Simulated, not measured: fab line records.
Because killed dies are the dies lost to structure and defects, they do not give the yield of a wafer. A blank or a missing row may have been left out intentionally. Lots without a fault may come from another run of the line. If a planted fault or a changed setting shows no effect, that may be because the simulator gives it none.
Problem report, 8D (eight disciplines) form, completed by code -- flow n5-finfet -- the parts of the form that need people (team, actions taken, sign-off) are left out

1. THE PROBLEM
SD_P_BLK_OVL at N5_SD_EPI_P_OVL_MEAS_10 reads a mean of 72.1 nm on 6 wafers of 2 lots; wafers without a fault read 0.1 nm with a standard deviation of 0.65. So: +99 or more standard deviations from the usual mean.
First seen on wafer L517.2, day 6 23:57, on overlay-02. Wafers with a number at this step in the record: 33, from 11 lots. Rule for "out", or "out of limits": more than 4 standard deviations from the usual mean. All remaining wafers that have a number are taken as sound.

2. WHAT THIS IS AND IS NOT
question,is,is not
which readings at this step,SD_P_BLK_OVL,-
which lots,"L517, L518","L502, L504, L507, L508, L520, L521, L522, L523, L524"
which wafers of those lots,all that have a number,-
read on which gauges,"overlay-01, overlay-02",-
when,from day 6 23:57,"up to then (12 sound wafers); but 15 sound wafers of L520, L521, L522, L523, L524 came after"

3. WHAT RULES OUT EACH SUSPECT
Counting: a tool stays on the suspect list if, at a process step up to the reading, it processed all lots that are out and no sound lot following the first of them.
- ruled out: the gauge at N5_SD_EPI_P_OVL_MEAS_10. 2 gauges (overlay-01, overlay-02) read the wafers that are out.
- epi-rpcvd-03 at N5_SD_EPI_N_VAPOR_ETCH_50 (etches Si in HCl, time 54 s): ruled out as a lasting fault. Sound lots L520, L521, L524 ran on it after its first lot that is out, L517 (day 6 21:14).
- arfi-scanner-02 at N5_SD_EPI_P_EXPOSE_06 (exposes mask SD P BLK, target cd 240 nm): kept. Every lot that is out went through it, starting with L517 (day 6 23:48), and after that it ran no sound lot; the last sound lot it ran before then is L508 (day 4 16:56).
Left after counting: arfi-scanner-02 at N5_SD_EPI_P_EXPOSE_06.

4. THE CAUSE (what the simulator had put in)
Scanner matching overlay: arfi-scanner-02, from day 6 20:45 on, at N5_SD_EPI_P_EXPOSE_06. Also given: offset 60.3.
This tool alone remained once counting was done.

5. THE EFFECT CHAIN, in route order
Rows list readings where the struck wafers' mean (over those with a number) sits beyond 3 standard deviations from the usual. Readings are gone through only where the record gives a usual standard deviation; hours: the median, over the lots, of the time from a lot's start at the first step in this table giving one to that lot's start at this step; sigmas: the change measured in usual standard deviations.
hours,step,reading,usual,on struck wafers,change,sigmas
0,N5_SD_EPI_P_OVL_MEAS_10,SD_P_BLK_OVL,0.1 nm,72.1,+72.0,+99 or more

6. HOW IT WOULD HAVE BEEN CAUGHT EARLIER
The first out-of-limits reading at a measuring or inspecting step in this record came at day 6 23:57, 3 hours after the fault's start at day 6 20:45.
Of the tool readings at N5_SD_EPI_P_EXPOSE_06 for which the record gives a usual standard deviation, none was out on any struck wafer, so an alarm limit of 4 standard deviations on them would not have fired.
Lots out: 2; of these, L518 started N5_SD_EPI_P_EXPOSE_06 on arfi-scanner-02 after day 6 23:57. Putting the tool on hold at that point would have spared it.
